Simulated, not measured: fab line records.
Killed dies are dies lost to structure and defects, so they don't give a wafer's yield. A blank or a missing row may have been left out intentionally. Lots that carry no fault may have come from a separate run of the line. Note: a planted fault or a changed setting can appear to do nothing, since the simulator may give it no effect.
Struck lot and sound lot, side by side :: flow nand harc :: 18 out of 1302 route steps
Sound: wafers L600.1, L600.4, L600.5. Wafers struck: L592.2, L592.3, L592.6. The cause is given at the end.
For every step that has rows: the tool of each side, followed by ch and its chambers, followed by its first start. Under that, the readings that differ: sound wafers :: struck wafers :: difference of the means :: sigmas: that difference in standard deviations of wafers without a fault.
alike: a reading whose means differ by less than 2 such deviations, as well as words and numbers matching on both sides. not compared: withheld readings; readings where some wafer has no value; bounds like >300 that might hide an equal value; numbers whose values overlap and for which the record gives no deviation.
The two part at a step that has a row with sigmas, a row that says differs or no value, or rows on one side only. Numbers that have no deviation but don't overlap get no sigmas and don't part them. A reading missing from all wafers of one side parts the sides only when that side holds two or more wafers.

NHARC_P_GATE_CD_MEAS_46 targets a cd of 720 nm.
  sound on cd sem-03 ch 0, day 10 22:19; struck on cd sem-03 ch 0, day 7 09:32
  alike: cd nm
then, 1 step without rows for these wafers: NHARC_P_GATE_HARDBAKE_47 (time 80 s).
NHARC_P_GATE_DESCUM_48: chemistry O2, time 3 s.
  sound on rie diel-11 ch 0,1,3, day 10 22:29; struck on rie diel-03 ch 0,2,3, day 7 09:43
  alike: drypump motor current A, oes product au, rf vpp V, showerhead plenum p Torr, throttle valve pct
  not compared: rf hours counter h
then, 1 step without rows for these wafers: NHARC_P_GATE_IMPLANT_49.
NHARC_P_GATE_STRIP_111: strips in N2/H2, time 250 s.
  sound on plasma asher-02 ch 0,1, day 10 22:54; struck on plasma asher-02 ch 0,1, day 7 10:06
  alike: drypump motor current A, heater power w
  not compared: rf hours counter h
NHARC_P_GATE_STRIP_75: strips in O2.
  sound on plasma asher-02 ch 0,1, day 10 23:10; struck on plasma asher-02 ch 0,1, day 7 10:22
  alike: drypump motor current A, heater power w
  not compared: rf hours counter h
then, 6 steps without rows for these wafers: NHARC_P_GATE_STRIP_50 (strips in SPM, time 900 s); NHARC_P_GATE_DEHYDRATE_51 (time 120 s); NHARC_P_GATE_HMDS_52 (time 30 s); NHARC_P_GATE_COAT_53; NHARC_P_GATE_SOFTBAKE_54 (time 95 s); NHARC_P_GATE_EBR_55.
NHARC_P_GATE_EXPOSE_56: exposes mask P PSD, target cd 720 nm.
  sound on krf scanner-02 ch 0, day 10 23:56; struck on krf scanner-03 ch 0, day 7 11:00
reading: mask
sound: P_PSD#0 P_PSD#0 P_PSD#0
struck: P_HVN#0 P_HVN#0 P_HVN#0
difference: differs
sigmas: 
  alike: exposure dose mJ cm2
then, 2 steps without rows for these wafers: NHARC_P_GATE_PEB_57 (peb time 85 s); NHARC_P_GATE_DEVELOP_58 (time 70 s).
NHARC_P_GATE_CD_MEAS_59 targets a cd of 720 nm.
  sound on cd sem-03 ch 0, day 11 00:05; struck on cd sem-03 ch 0, day 7 11:09
reading: cd nm (nm)
sound: 722.5 717.7 718.3
struck: - - -
difference: no value on the struck wafers
sigmas: 
then, 1 step without rows for these wafers: NHARC_P_GATE_HARDBAKE_60 (time 80 s).
-- record jumps: 19 days between struck wafers' starts before vs after; left off in module P_GATE, resumes in module END, first step shown is number 1302 of the route --
NHARC_END_SORT_01:
  the record has rows for the struck wafers here (prober-01 ch 0, day 26 01:23) and none for the sound ones

WHERE THEY PART
Earliest at NHARC_P_GATE_EXPOSE_56; latest, in this record, at NHARC_END_SORT_01.

WHY: what had been put in by the simulator
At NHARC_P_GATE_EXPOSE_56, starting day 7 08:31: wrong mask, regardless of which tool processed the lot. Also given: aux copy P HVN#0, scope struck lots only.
